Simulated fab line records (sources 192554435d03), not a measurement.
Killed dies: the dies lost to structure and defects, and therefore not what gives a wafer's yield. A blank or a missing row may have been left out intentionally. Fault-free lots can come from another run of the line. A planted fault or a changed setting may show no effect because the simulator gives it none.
Split-lot experiment    flow n5 finfet    route with 1938 steps; 7 lots, 21 wafers read

== ABOUT THE SPLIT ==
At N5_BEOL_M8_ETCH_66 (etches SOC in N2/H2, target depth 80 nm, overetch 16 nm, time 120 s), the setting bias w was moved away from the recipe's 150 W on 11 of the 21 wafers read, by -15.3% to +16.3%. This setting was run at the recipe's value on the other wafers.

Reading taken at the split's own step.

== THE READING ==
rf vpp V, in V, at N5_BEOL_M8_ETCH_66 (etches SOC in N2/H2, target depth 80 nm, overetch 16 nm, time 120 s). Fault-free wafers of this fab line usually give 523.9 V, standard deviation 1.7 V.

wafer   tool, chamber at the split  bias w as run, W  against the recipe  rf vpp V, V  against lot-mates on the recipe
L074.4  rie diel-02, 0              164               +9.3%               554.3        +30.3
L074.5  rie diel-02, 2              150               recipe              524.0        -
L074.6  rie diel-02, 1              164               +9.3%               554.3        +30.3
L075.3  rie diel-05, 1              150               recipe              521.5        -
L075.5  rie diel-05, 1              150               recipe              522.6        -
L075.6  rie diel-05, 0              174.4             +16.3%              574.6        +52.6
L083.1  rie diel-04, 0              127               -15.3%              469.3        no lot-mate on the recipe
L083.2  rie diel-04, 3              127               -15.3%              474.1        no lot-mate on the recipe
L083.5  rie diel-04, 0              127               -15.3%              470.4        no lot-mate on the recipe
L082.2  rie diel-05, 2              163.8             +9.2%               552.7        +28.0
L082.3  rie diel-05, 3              150               recipe              526.1        -
L082.5  rie diel-05, 0              150               recipe              523.2        -
L084.1  rie diel-04, 0              136.7             -8.9%               492.8        -28.9
L084.3  rie diel-04, 3              136.7             -8.9%               494.4        -27.3
L084.4  rie diel-04, 2              150               recipe              521.7        -
L085.3  rie diel-05, 0              150               recipe              524.1        -
L085.4  rie diel-05, 1              150               recipe              522.3        -
L085.6  rie diel-05, 0              150               recipe              522.1        -
L092.2  rie diel-05, 3              159.8             +6.5%               547.1        +21.9
L092.3  rie diel-05, 0              150               recipe              525.2        -
L092.5  rie diel-05, 3              159.8             +6.5%               548.7        +23.5

THE FIT
A straight line over all 21 wafers: rf vpp V changes by +3.35 V for each +1% of bias w; r = +1.00; the points scatter about the line by 1.8 V.
The same after taking each lot's own level away (the mean of its wafers on the recipe; 18 wafers): +3.22 V for each +1%; r = +1.00; scatter 1.1 V.
According to that fit, moving bias w by its largest amount changes the reading by 52 V.
The span of the lots' own levels, 521.70 to 525.20 V, comes to 2.1 times the standard deviation stated above.
The two slopes are in agreement: the lot-to-lot level therefore moves the slope only a little.
Check: with one of the wafers moved furthest among these (+16.3%) left out of the fit, the line predicts +52.5 V for it against its lot-mates. Against them it came out at +52.6 V.
Tool readings at the split's step, against how far the setting was moved: rf vpp V r = +1.00.

== THESE WAFERS: OTHER SPLITS ==
Other splits were also applied to these wafers ahead of the reading. Each is held against what the fit with the lots' levels taken away leaves over:
other split on the same wafers  wafers away from the commonest value  r with rf vpp V (lot level and that fit taken away)
N5_BEOL_M5_EXPOSE_25 dose mj    5                                     -0.04
N5_BEOL_M6_DEP_56 time s        6                                     +0.01
N5_BEOL_M7_ILD_DEP_00 time s    6                                     +0.28
N5_BEOL_M8_ETCH_65 source w     6                                     +0.44

== THE WHOLE CHAIN: every reading that the file lists as answering this split, in the file's order ==
step                what it does                                                         reading                                                                           change (the file's fit)                 r (the file's)
N5_BEOL_M8_ETCH_66  etches SOC in N2/H2, target depth 80 nm, overetch 16 nm, time 120 s  rf vpp V                                                                          +3.21 V for each +1% of the setting     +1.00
N5_BEOL_M8_ETCH_66  etches SOC in N2/H2, target depth 80 nm, overetch 16 nm, time 120 s  SiARC_of_BEOL_M8_COAT_64.thk nm (the simulator's own value, which no gauge read)  -0.0683 nm for each +1% of the setting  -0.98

== FILE'S OWN FIT ==
rf vpp V changes by +3.21 V for each +1% of bias w, r = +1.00.
